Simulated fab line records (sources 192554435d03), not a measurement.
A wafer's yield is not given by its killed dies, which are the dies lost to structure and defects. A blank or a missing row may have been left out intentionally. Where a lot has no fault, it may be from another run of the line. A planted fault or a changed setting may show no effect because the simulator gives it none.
The tool behind it: which one?	flow n5Finfet	26 wafers sampled from 9 lots at 1 step of a route of 1938

== WHAT THE GAUGES SHOWED, per wafer ==
N5_BEOL_M4_RC_MEAS_101. Usual: DIBL_N 35.1 mV/V, standard deviation 1.5; DIBL_P 35.2 mV/V, standard deviation 2; IOFF_N 0.146 nA/um, standard deviation 0.028; IOFF_P 0.20 nA/um, standard deviation 0.036; ION_N 670 uA/um, standard deviation 12; ION_P 462 uA/um, standard deviation 8.2; SS_N 71.2 mV/dec, standard deviation 0.63; SS_P 73.1 mV/dec, standard deviation 0.7; VT_N 250 mV, standard deviation 3.6; VT_P -251 mV, standard deviation 3.3.
lot	measured	on	DIBL_N (mV/V)	DIBL_P (mV/V)	IOFF_N (nA/um)	IOFF_P (nA/um)	ION_N (uA/um)	ION_P (uA/um)	SS_N (mV/dec)	SS_P (mV/dec)	VT_N (mV)	VT_P (mV)	flag
L634	day 8 23:31	prober-02	37.9 36.7 37.4	38.4 36.5 37.5	0.224 0.184 0.204	0.29 0.26 0.29	698 659 689	474 458 469	71.8 71.6 72.0	73.8 74.0 73.9	242 247 246	-245 -246 -245	
L635	day 8 23:44	prober-01	33.9 36.1 36.2	32.1 34.9 35.1	0.117 0.152 0.156	0.17 0.20 0.21	671 688 692	464 466 476	70.1 70.9 71.3	72.3 73.4 73.6	253 248 249	-250 -250 -247	
L637	day 9 21:25	prober-02	35.6 33.5 37.4	37.5 34.3 39.3	0.151 0.117 0.196	0.22 0.17 0.26	662 660 680	458 457 465	71.6 71.1 72.9	72.6 72.3 73.2	250 255 248	-253 -253 -249	
L646	day 11 23:38	prober-02	33.3 32.8 35.4	33.7 34.1 36.4	0.127 0.126 0.161	0.19 0.19 0.24	666 664 675	462 464 469	70.3 70.7 71.8	72.5 72.5 73.6	251 251 247	-249 -251 -247	
L644	day 12 02:44	prober-01	34.1 35.3 36.3	33.7 34.8 36.0	0.121 0.141 0.159	0.22 0.23 0.24	665 673 676	469 471 470	71.1 72.1 71.7	72.8 73.8 73.4	249 249 249	-246 -246 -247	
L645	day 12 04:23	prober-02	34.0 33.5	34.2 33.2	0.123 0.112	0.16 0.15	674 660	457 455	70.9 70.4	72.8 72.2	253 252	-256 -255	
L649	day 13 03:28	prober-02	33.3 35.9 33.4	32.2 36.0 32.5	0.128 0.176 0.126	0.20 0.25 0.20	673 685 666	473 478 467	70.5 70.3 70.4	72.3 73.8 72.7	248 243 249	-247 -244 -251	
L652	day 13 06:05	prober-02	33.7 33.3 36.7	32.9 31.6 36.1	0.123 0.114 0.176	0.16 0.14 0.21	668 661 671	457 455 457	70.8 70.4 71.5	71.9 72.7 73.8	251 256 249	-253 -257 -251	
L653	day 14 12:02	prober-01	33.1 32.8 33.7	32.6 33.5 33.0	0.103 0.110 0.116	0.15 0.17 0.16	657 664 670	456 464 451	70.5 70.8 70.2	71.4 72.8 72.3	257 253 253	-255 -253 -255	

== WHAT TOOL EACH LOT RAN ON (gives the tool, then ch and the chambers of the sampled wafers, and finally the start) ==
Record: no process step prior to these readings.

== WHAT THE TOOLS THEMSELVES READ (means of the sampled wafers that have a number; where no wafer has one, the mark that the record gives instead) ==
The record holds no such reading with a usual standard deviation.

== THE ANSWER, worked out from the rows above alone ==
Rule: lot off if the mean of its wafers having a number is beyond 3 standard deviations from the usual mean. A lot without any number at a reading at which 4 lots or more have one is off too. The other lots that the step has rows for count as sound. First the gauges in route order, then the tools' own readings, where a lot's mean is used as printed above. The first step at which some lot is off is used, and at that step the reading that is off furthest; a lot without a number counts as furthest.
None of the lots is off at any reading shown; this tells nothing.

== WHAT WAS PUT IN BY THE SIMULATOR ==
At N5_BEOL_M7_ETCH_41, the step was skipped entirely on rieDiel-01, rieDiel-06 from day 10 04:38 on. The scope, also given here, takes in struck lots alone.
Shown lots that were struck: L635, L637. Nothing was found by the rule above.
